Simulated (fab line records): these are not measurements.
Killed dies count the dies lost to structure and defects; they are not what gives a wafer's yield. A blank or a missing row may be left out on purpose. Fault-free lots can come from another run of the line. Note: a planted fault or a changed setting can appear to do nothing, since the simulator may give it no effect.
Matching of chambers / flow nand-harc / 4 sister chambers for NHARC_P_STI_ETCH_15 on rie-si-01
The step etches the open film in HBr/Cl2, target depth 300 nm, time 100.1 s. 4 wafers are shown with their chamber, then 8 later ones without.

== EACH WAFER AND ITS CHAMBER ==
wafer=L680.6; chamber=0; rf-fwd-power-W (W)=398.5
wafer=L685.6; chamber=2; rf-fwd-power-W (W)=394.2
wafer=L695.3; chamber=1; rf-fwd-power-W (W)=397.4
wafer=L696.1; chamber=3; rf-fwd-power-W (W)=393.9

== WAFERS WITH NO CHAMBER GIVEN ==
wafer=L696.3; rf-fwd-power-W (W)=396.5
wafer=L696.4; rf-fwd-power-W (W)=396.8
wafer=L698.1; rf-fwd-power-W (W)=397.5
wafer=L698.2; rf-fwd-power-W (W)=396.2
wafer=L698.5; rf-fwd-power-W (W)=397.0
wafer=L699.2; rf-fwd-power-W (W)=395.1
wafer=L699.4; rf-fwd-power-W (W)=397.4
wafer=L699.6; rf-fwd-power-W (W)=397.9

== WHICH CHAMBER EACH ONE RAN IN ==
wafer=L696.3; from the rows above=can't be placed: 1 or 0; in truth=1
wafer=L696.4; from the rows above=can't be placed: 1 or 0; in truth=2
wafer=L698.1; from the rows above=can't be placed: 1 or 0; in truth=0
wafer=L698.2; from the rows above=can't be placed: 1 or 2 or 0 or 3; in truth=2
wafer=L698.5; from the rows above=can't be placed: 1 or 0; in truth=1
wafer=L699.2; from the rows above=can't be placed: 2 or 3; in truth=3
wafer=L699.4; from the rows above=can't be placed: 1 or 0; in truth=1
wafer=L699.6; from the rows above=can't be placed: 1 or 0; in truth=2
Correctly placed: 0 of 8. Can't be placed from these rows: 8 (the true chamber is among the candidates in 6). Placed wrongly: 0.
How it was worked out, from the rows above alone: a wafer's distance from a chamber is the root of the sum, over the readings, of the square of ((its reading less the chamber's mean) divided by the reading's scatter). The wafer belongs to the nearest chamber; if the next one is less than 2 further off, it can't be placed. A chamber's mean is the mean of its shown wafers. The scatter: root of mean squared gap, hidden wafer to nearest shown wafer, with one shown wafer a chamber.
